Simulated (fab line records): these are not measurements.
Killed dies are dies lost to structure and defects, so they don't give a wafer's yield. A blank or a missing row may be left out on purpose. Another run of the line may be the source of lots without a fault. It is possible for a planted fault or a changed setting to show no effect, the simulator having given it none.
A lot that was struck, set against a sound lot ; flow n5_finfet ; 23 out of 1938 route steps
Sound: these wafers, L768.1, L768.4, L768.5. Wafers struck: L760.1, L760.4, L760.6. Last of all comes the cause.
Order at every step that has rows: each side's tool, ch and its chambers, its first start. Under that, the readings that differ: sound wafers ; struck wafers ; difference of the means ; sigmas: that difference in standard deviations of wafers without a fault.
alike: words and numbers the same on both sides, and readings whose means are apart by under 2 such deviations; not compared: readings that were withheld, readings missing a value for some wafer, numbers with overlapping values and no deviation given by the record, and bounds like >300 which may hide the same value.
The two part at a step that has a row with sigmas, a row that says differs or no value, or rows on one side only. Non-overlapping numbers with no deviation appear without sigmas and do not part them. Lack of a reading on every wafer of one side parts them only where that side has two or more wafers.

first, 11 steps without rows for these wafers: N5_BEOL_M6_ETCH_62 (etches SOC in N2/H2, target depth 110 nm, overetch 22 nm, time 165 s); N5_BEOL_M6_STRIP_68 (strips in N2/H2); N5_BEOL_M6_STRIP_67 (strips in CF4); N5_BEOL_M6_HM_OPEN_17 (chemistry Cl2/BCl3, target TiN, target depth 20 nm, overetch 6 nm); N5_BEOL_M6_STRIP_19 (strips in O2); N5_BEOL_M6_COAT_63 (time 60 s, resist thk 60 nm); N5_BEOL_M6_COAT_64 (time 60 s, resist thk 12 nm); N5_BEOL_M6_COAT_71 (time 60 s, resist thk 5 nm); N5_BEOL_M6_COAT_22 (resist thk 30 nm); N5_BEOL_M6_EBR_24; N5_BEOL_M6_SOFTBAKE_23 (time 60 s).
N5_BEOL_M6_EXPOSE_25: exposes mask V5, target cd 40 nm.
  sound on euv_scanner-01 ch 0, day 14 05:25; struck on euv_scanner-02 ch 0, day 12 07:40
reading;sound;struck;difference;sigmas
exposure_dose_mJ_cm2;45.07 45.11 45.04;46.00 45.97 46.00;+0.92;+22
  alike: mask
then, 2 steps without rows for these wafers: N5_BEOL_M6_PEB_26 (peb time 60 s); N5_BEOL_M6_DEVELOP_27 (develop time 30 s).
N5_BEOL_M6_DESCUM_33: chemistry O2, time 7 s.
  sound on rie_diel-04 ch 0,1,2, day 14 06:00; struck on rie_diel-06 ch 0,3, day 12 07:55
reading;sound;struck;difference;sigmas
model.BEOL_M6.cd_nm (nm);40 39.8 40.2;40.4 40.4 40.4;+0.4;
  alike: chamber_pressure_mTorr, drypump_motor_current_A, oes_product_au, rf_vpp_V, showerhead_plenum_p_Torr, throttle_valve_pct
  not compared: rf_hours_counter_h
then, 5 steps without rows for these wafers: N5_BEOL_M6_ETCH_72 (etches underlayer in N2/H2, target depth 6.5 nm, time 5.2 s); N5_BEOL_M6_ETCH_65 (etches SiARC in CF4, target depth 15.6 nm, time 26 s); N5_BEOL_M6_ETCH_66 (etches SOC in N2/H2, target depth 80 nm, overetch 16 nm, time 120 s); N5_BEOL_M6_STRIP_69 (strips in N2/H2); N5_BEOL_M6_STRIP_73 (strips in N2/H2).
N5_BEOL_M6_VIA_ETCH_34: etches SiCOH lowk in C4F6/O2, target depth 126.3 nm, time 50.9 s.
  sound on rie_diel-04 ch 0,1,2, day 14 06:11; struck on rie_diel-06 ch 0,3, day 12 08:06
reading;sound;struck;difference;sigmas
model.BEOL_M6.cd_nm (nm);40 40 40;40.2 40.2 40.2;+0.2;
  alike: O2_flow_sccm, chamber_pressure_mTorr, drypump_motor_current_A, oes_ar_750_au, oes_product_au, rf_vpp_V, showerhead_plenum_p_Torr, throttle_valve_pct
  not compared: rf_hours_counter_h
then, 1 step without rows for these wafers: N5_BEOL_M6_STRIP_76 (strips in C4F6/O2).
N5_PASSIVATION_PROBE_49:
  the record has rows for the sound wafers here (prober-02, day 17 19:25) and none for the struck ones

## WHERE THEY PART
At N5_BEOL_M6_EXPOSE_25 first; at N5_PASSIVATION_PROBE_49 last (within this record only).

WHY: what had been put in by the simulator
Process parameter drift: euv_scanner-02, from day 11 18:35 on, at N5_BEOL_M6_EXPOSE_25. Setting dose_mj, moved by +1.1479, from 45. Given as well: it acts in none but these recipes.
